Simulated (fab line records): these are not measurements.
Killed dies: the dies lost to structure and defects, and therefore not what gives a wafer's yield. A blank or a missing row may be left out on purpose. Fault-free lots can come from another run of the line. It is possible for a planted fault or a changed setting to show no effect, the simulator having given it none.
fab line records | flow n5Finfet
record: lots: 9 wafers: 26 lastDay: 16
route steps=1938 shown SDB@369 HKMG_FIN@402 BEOL_M4@1111
lots that met no fault: from a run of the same line without faults
startH: start of the lot's first displayed wafer, in hours after the record's first day | waitH: hours elapsed since this lot's preceding step | " same as the row above | L1.1+2: a row that stands for several wafers | - no value, or no start given | * or withheld: withheld | < > ~ a bound
route shown NAME@n: NAME is a module with steps in the file, n the number in the route of the first one | usual: mean/standard deviation taken from wafers without a fault | same: alike in all rows | chamber/n: place in a boat | sites: the reading at each site | _std_site: how widely they spread, as a standard deviation | _edge_site: mean of outer sites minus mean of inner sites | radiusMm: how far each site lies from the wafer's centre | mask NAME#n: copy n | behind: the most recent tool/chamber to have shaped the wafer | hold: what put the lot on hold/how long, in hours/how the hold closed | device: the n, p or np transistor that did not switch | end of line: the route-end tests of the same wafers | a step given without rows: its recipe and nothing more | killed: dies lost to structure and defects at the first sort, not the wafer's yield | map: shows each die of a wafer: x if killed, . if not, _ if none is there
set.NAME: setting as actually run; set.NAME@STEP: the setting as run at that earlier step | model.NAME: the simulator's own value behind a step, which no gauge read
one table for each step of the route and one row for each wafer, over a sample of lots
services: a tool's chamber out of use, with start hour (startH, from the record's first day; less than 0 if before it), hours out, and reason
== steps ==
step: N5_SDB_CUT_ETCH_26
recipe: chemistry: HBr/Cl2/O2 target: Si targetDepthA: 1296 btTimeS: 20 maskMaterial: SiNx timeS: 51.8 ionEnergyEv: * biasW: * pressureMtorr: 10 icpW: 800 HBr_flow_sccm: 150 Cl2_flow_sccm: 80 O2_flow_sccm: 12
usual: O2_flow_sccm: 12.00/0.032 drypumpMotorCurrentA: 5.8/0.51 heBacksideLeakSccm: 2.7/0.32 oesProductAu: 0.999/0.017 throttleValvePct: 37.29/0.29
same: btTimeS: 20
columns lot.wafer tool chamber startH waitH O2_flow_sccm drypumpMotorCurrentA heBacksideLeakSccm oesProductAu rfHoursCounterH throttleValvePct
L180.3 rieSi-04 0 66.38 0.1 12.03 6.6 2.6 1.008 8 36.87
L180.5 " 0 " " 12.02 6.7 2.8 1.010 - 36.86
L180.6 " 1 " " 11.97 5.9 2.5 0.998 - 37.67
L181.3 rieSi-04 0 69.93 0.1 11.98 6.7 2.5 1.007 8 36.85
L181.4 " 2 " " 11.95 5.1 2.9 1.023 187 36.89
L181.6 " 3 " " 11.99 5.3 2.5 0.998 - 37.19
L190.3 rieSi-01 0 128.95 0.1 12.03 5.1 3.0 0.967 97 37.15
L190.4 " 2 " " 11.98 5.4 2.9 0.982 103 37.17
L190.6 " 3 " " 12.04 6.0 2.5 0.982 - 37.91
L191.2 rieSi-01 0 141.39 0.1 12.02 5.2 2.7 0.961 97 37.17
L191.4 " 2 " " 11.97 5.4 2.8 0.975 103 37.17
L191.5 " 2 " " 11.97 5.4 2.8 0.977 - 37.16
L192.2 rieSi-02 0 142.08 0.1 12.02 5.2 2.5 1.007 27 37.49
L192.3 " 1 " " 11.96 6.3 2.6 0.994 34 37.16
L192.5 " 1 " " 11.95 6.3 2.7 0.987 - 37.16
L193.4 rieSi-02 2 148.07 0.1 12.01 6.1 2.5 1.014 2 37.20
L193.5 " 1 " " 11.99 6.3 2.5 1.000 - 37.15
L194.1 rieSi-02 1 155.71 0.1 11.98 6.3 2.5 0.999 34 37.13
L194.3 " 3 " " 12.05 5.7 2.9 0.990 57 37.49
L194.5 " 0 " " 12.00 5.2 2.4 1.018 - 37.47
L198.1 rieSi-02 3 180.39 0.1 12.00 5.7 2.8 0.973 57 37.50
L198.3 " 1 " " 12.00 6.3 2.5 0.997 35 37.15
L198.4 " 0 " " 11.95 5.1 2.6 1.011 28 37.49
L202.2 rieSi-02 3 201.34 0.1 12.00 5.7 2.9 0.984 58 37.49
L202.4 " 1 " " 12.00 6.3 2.6 0.989 35 37.14
L202.5 " 3 " " 11.98 5.7 2.9 0.990 - 37.49
step: N5_SDB_THK_MEAS_31
recipe: reads: a-Si_of_DUMMY_GATE_CVD_03
usual: SDB_THK: 64.5/1.2
columns lot.wafer tool chamber startH waitH SDB_THK[nm]
L180.3 filmMetro-02 - 69.63 - 62.8
L180.5 " - " " 65.1
L180.6 " - " " 63.1
L181.3 filmMetro-02 - 73.62 - 63.3
L181.4 " - " " 62.5
L181.6 " - " " 64.7
L190.3 filmMetro-01 - 132.16 - 64.8
L190.4 " - " " 65.5
L190.6 " - " " 66.2
L191.2 filmMetro-02 - 144.60 - 64.8
L191.4 " - " " 64.9
L191.5 " - " " 65.7
L192.2 filmMetro-02 - 145.29 - 65.2
L192.3 " - " " 64.0
L192.5 " - " " 65.5
L193.4 filmMetro-02 - 151.28 - 64.7
L193.5 " - " " 65.5
L194.1 filmMetro-02 - 159.04 - 64.1
L194.3 " - " " 64.0
L194.5 " - " " 65.1
L198.1 filmMetro-02 - 183.67 - 63.4
L198.3 " - " " 62.9
L198.4 " - " " 63.3
L202.2 filmMetro-02 - 204.55 - 64.5
L202.4 " - " " 64.2
L202.5 " - " " 66.2
step: N5_HKMG_FIN_ETCH_54
recipe: chemistry: CF4 target: SiARC targetDepthA: 455 maskMaterial: CAR-ArF timeS: 75.8 ionEnergyEv: 80 pressureMtorr: 40 sourceW: 545 biasW: 36 Ar_flow_sccm: 100 cf4FlowSccm: 100 ends: cleared
usual: cf4FlowSccm: 100.04/0.3 drypumpMotorCurrentA: 5.7/0.47 etchRfOnTimeS: 75.0/1.3 oesProductAu: 0.67/0.05 rfVppV: 184.4/0.95 showerheadPlenumPTorr: 2.18/0.041 throttleValvePct: 15.67/0.21
columns lot.wafer tool chamber startH waitH cf4FlowSccm drypumpMotorCurrentA etchRfOnTimeS oesProductAu rfHoursCounterH rfVppV showerheadPlenumPTorr throttleValvePct
L180.3 rieDiel-06 1 71.38 0.0 100.39 5.7 74.5 0.63 167 184.9 2.22 15.70
L180.5 " 1 " " 99.61 5.7 74.5 0.63 - 183.2 2.22 15.68
L180.6 " 2 " " 100.35 5.5 75.6 0.71 - 184.3 2.17 15.46
L181.3 rieDiel-02 2 75.28 0.0 100.10 5.1 77.9 0.62 159 184.4 2.15 16.01
L181.4 " 1 " " 99.89 6.3 77.0 0.61 195 183.1 2.12 15.43
L181.6 " 3 " " 99.83 5.9 74.7 0.68 - 182.3 2.16 15.83
L190.3 rieDiel-06 1 133.90 0.0 100.18 5.7 74.6 0.61 189 183.8 2.21 15.74
L190.4 " 0 " " 99.87 6.4 75.5 0.61 183 185.6 2.13 15.91
L190.6 " 3 " " 99.50 5.7 75.4 0.72 - 183.8 2.17 15.67
L191.2 rieDiel-06 2 146.28 0.0 100.16 5.5 75.8 0.68 102 185.4 2.16 15.52
L191.4 " 0 " " 100.11 6.4 75.3 0.62 187 184.9 2.13 15.92
L191.5 " 2 " " 100.05 5.5 75.6 0.68 - 182.0 2.16 15.49
L192.2 rieDiel-05 0 147.44 0.0 100.49 5.5 72.5 0.69 105 184.0 2.16 15.82
L192.3 " 1 " " 100.33 6.2 74.0 0.72 69 183.4 2.17 15.65
L192.5 " 3 " " 99.48 5.5 74.9 0.72 - 185.8 2.25 15.35
L193.4 rieDiel-05 1 153.29 0.0 100.19 6.2 74.6 0.73 72 184.0 2.17 15.67
L193.5 " 2 " " 100.10 4.9 76.8 0.63 - 185.0 2.21 15.40
L194.1 rieDiel-05 1 160.79 0.0 100.15 6.2 74.9 0.72 75 183.3 2.17 15.65
L194.3 " 0 " " 99.81 5.5 73.7 0.68 110 186.2 2.16 15.83
L194.5 " 3 " " 100.02 5.5 75.8 0.70 - 185.6 2.25 15.37
L198.1 rieDiel-02 3 185.45 0.0 100.25 5.9 75.5 0.65 121 184.3 2.15 15.90
L198.3 " 2 " " 99.61 5.1 77.0 0.61 190 182.0 2.14 16.05
L198.4 " 0 " " 100.10 6.5 74.1 0.73 55 183.3 2.25 15.56
L202.2 rieDiel-02 1 206.26 0.0 100.01 6.3 76.3 0.60 232 183.4 2.11 15.50
L202.4 " 3 " " 100.45 5.9 75.0 0.65 128 185.0 2.15 15.93
L202.5 " 3 " " 99.94 5.9 74.6 0.65 - 185.5 2.15 15.93
step: N5_HKMG_FIN_ETCH_58
recipe: chemistry: N2/H2 target: SOC targetDepthA: 2158 ionEnergyEv: 50 biasW: 13 timeS: 741 pressureMtorr: 30 sourceW: 875 n2FlowSccm: 200 h2FlowSccm: 200
usual: drypumpMotorCurrentA: 5.8/0.47 oesProductAu: 0.78/0.059 rfVppV: 99.4/0.94 showerheadPlenumPTorr: 2.59/0.057 throttleValvePct: 17.85/0.2
columns lot.wafer tool chamber startH waitH drypumpMotorCurrentA oesProductAu rfHoursCounterH rfVppV showerheadPlenumPTorr throttleValvePct
L180.3 rieDiel-06 1 71.65 0.0 5.7 0.73 167 100.9 2.64 17.74
L180.5 " 1 " " 5.7 0.73 - 100.5 2.64 17.75
L180.6 " 2 " " 5.5 0.82 - 99.2 2.58 17.67
L181.3 rieDiel-02 2 75.54 0.0 5.1 0.74 159 99.8 2.53 18.05
L181.4 " 1 " " 6.3 0.72 195 98.0 2.53 17.65
L181.6 " 3 " " 5.9 0.79 - 98.5 2.57 18.09
L190.3 rieDiel-06 1 134.17 0.0 5.7 0.88 189 99.8 2.63 17.78
L190.4 " 0 " " 6.4 0.89 183 99.7 2.52 18.21
L190.6 " 3 " " 5.7 1.05 - 98.8 2.57 17.87
L191.2 rieDiel-06 2 146.55 0.0 5.5 0.98 102 99.5 2.57 17.73
L191.4 " 0 " " 6.4 0.88 187 100.5 2.52 18.22
L191.5 " 2 " " 5.5 0.98 - 99.2 2.57 17.73
L192.2 rieDiel-05 0 147.70 0.0 5.5 0.81 105 99.9 2.55 17.83
L192.3 " 1 " " 6.2 0.86 69 99.8 2.57 17.92
L192.5 " 3 " " 5.5 0.84 - 97.9 2.67 17.53
L193.4 rieDiel-05 1 153.56 0.0 6.2 0.86 72 98.4 2.57 17.90
L193.5 " 2 " " 4.9 0.73 - 98.0 2.64 17.59
L194.1 rieDiel-05 1 161.06 0.0 6.2 0.85 75 98.5 2.57 17.90
L194.3 " 0 " " 5.5 0.80 110 100.1 2.55 17.86
L194.5 " 3 " " 5.5 0.83 - 98.0 2.67 17.54
L198.1 rieDiel-02 3 185.72 0.0 5.9 0.77 121 99.9 2.55 18.14
L198.3 " 2 " " 5.1 0.72 190 100.9 2.52 18.13
L198.4 " 0 " " 6.5 0.87 56 98.5 2.71 17.94
L202.2 rieDiel-02 1 206.52 0.0 6.3 0.70 232 97.8 2.52 17.72
L202.4 " 3 " " 5.9 0.76 129 99.0 2.55 18.15
L202.5 " 3 " " 5.9 0.76 - 99.4 2.55 18.15
step: N5_BEOL_M4_RC_MEAS_101
usual: DIBL_N: 35.9/1.6 DIBL_P: 35.6/2.1 IOFF_N: 0.149/0.029 IOFF_P: 0.20/0.033 ION_N: 671/11 ION_P: 460/7.3 SS_N: 71.4/0.62 SS_P: 73.2/0.65 VT_N: 251/3.1 VT_P: -251/3.4
columns lot.wafer tool chamber startH waitH DIBL_N[mV/V] DIBL_P[mV/V] IOFF_N[nA/um] IOFF_P[nA/um] ION_N[uA/um] ION_P[uA/um] SS_N[mV/dec] SS_P[mV/dec] VT_N[mV] VT_P[mV]
L180.3 prober-02 0 165.61 0.3 35.4 33.8 0.133 0.15 662 445 70.8 72.5 251 -258
L180.5 " 0 " " 34.5 34.4 0.124 0.15 656 451 70.5 72.7 254 -256
L180.6 " 0 " " 34.0 34.4 0.116 0.16 655 453 69.8 72.6 254 -257
L181.3 prober-01 0 166.34 0.3 36.1 35.7 0.154 0.20 668 459 71.1 73.1 253 -249
L181.4 " 0 " " 36.0 36.3 0.150 0.22 666 460 71.1 73.1 252 -248
L181.6 " 0 " " 34.9 33.9 0.130 0.18 672 459 70.7 73.0 253 -252
L190.3 prober-01 0 230.72 0.3 36.8 37.4 0.169 0.20 676 460 71.2 72.9 247 -252
L190.4 " 0 " " 38.7 39.8 0.216 0.25 690 467 72.4 74.5 246 -249
L190.6 " 0 " " 37.9 38.5 0.199 0.23 692 472 71.8 74.5 245 -250
L192.2 prober-02 0 233.70 0.2 37.6 37.5 0.173 0.20 676 456 71.4 73.9 248 -255
L192.3 " 0 " " 37.4 37.5 0.169 0.19 675 458 71.1 73.7 248 -254
L192.5 " 0 " " 33.8 32.5 0.115 0.14 655 450 70.4 72.9 251 -256
L191.2 prober-01 0 236.49 0.2 37.3 35.7 0.166 0.25 657 460 72.1 73.9 250 -248
L191.4 " 0 " " 34.3 32.8 0.124 0.20 670 469 70.5 72.4 252 -249
L191.5 " 0 " " 36.1 35.5 0.151 0.24 660 459 71.3 73.4 250 -249
L193.4 prober-01 0 247.06 0.5 35.1 33.3 0.135 0.19 662 461 71.3 73.0 253 -251
L193.5 " 0 " " 34.1 32.3 0.118 0.18 664 455 70.7 72.6 254 -251
L194.1 prober-02 0 254.23 0.0 34.7 34.8 0.127 0.18 663 454 71.2 73.1 253 -252
L194.3 " 0 " " 35.5 36.1 0.143 0.19 675 457 71.6 72.4 252 -251
L194.5 " 0 " " 37.9 38.3 0.178 0.23 670 457 72.4 74.4 251 -249
L198.1 prober-02 0 277.04 0.0 35.2 34.7 0.118 0.16 661 454 71.2 73.4 254 -257
L198.3 " 0 " " 36.1 35.8 0.131 0.18 667 457 71.2 73.6 255 -252
L198.4 " 0 " " 35.1 34.6 0.127 0.16 680 464 70.7 73.3 251 -255
L202.2 prober-02 0 300.61 0.2 36.8 35.2 0.157 0.21 681 468 70.7 73.0 253 -250
L202.4 " 0 " " 38.7 38.1 0.199 0.26 683 467 71.9 73.8 245 -244
L202.5 " 0 " " 39.1 38.4 0.213 0.27 697 475 72.5 74.2 244 -248
== services ==
columns tool chamber startH hours kind
rieSi-04 - 43.21 0.7 repair
rieSi-02 0 53.61 35.2 repair
rieDiel-02 0 64.99 3.1 repair
rieSi-01 2 72.24 3.2 repair
rieSi-04 - 90.30 0.1 repair
rieDiel-06 3 91.74 2.4 repair
rieSi-02 - 109.18 0.2 repair
rieSi-04 2 144.64 1.1 repair
rieSi-01 - 153.26 2.8 pm
rieDiel-02 - 156.72 16.8 repair
rieDiel-06 1 161.09 4.9 repair
rieDiel-05 2 164.28 5.6 repair
rieSi-01 - 183.46 0.2 repair
== key ==
firstSign: step: N5_HKMG_FIN_ETCH_58 reading: oesProductAu direction: up sigmas: 2.7 usual: 0.78 struck: 0.94
effect none on later readings
metAt N5_HKMG_FIN_ETCH_58
struckLots L190,L191
notActingAt N5_SDB_CUT_ETCH_26,N5_SDB_THK_MEAS_31,N5_HKMG_FIN_ETCH_54
onsetBetween 71.65 134.17
fault: kind: processParameterDrift tool: rieDiel-06 chamber: - onsetH: 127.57 steps: N5_HKMG_FIN_ETCH_58 channel: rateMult offset: 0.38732 shape: step endH: 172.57
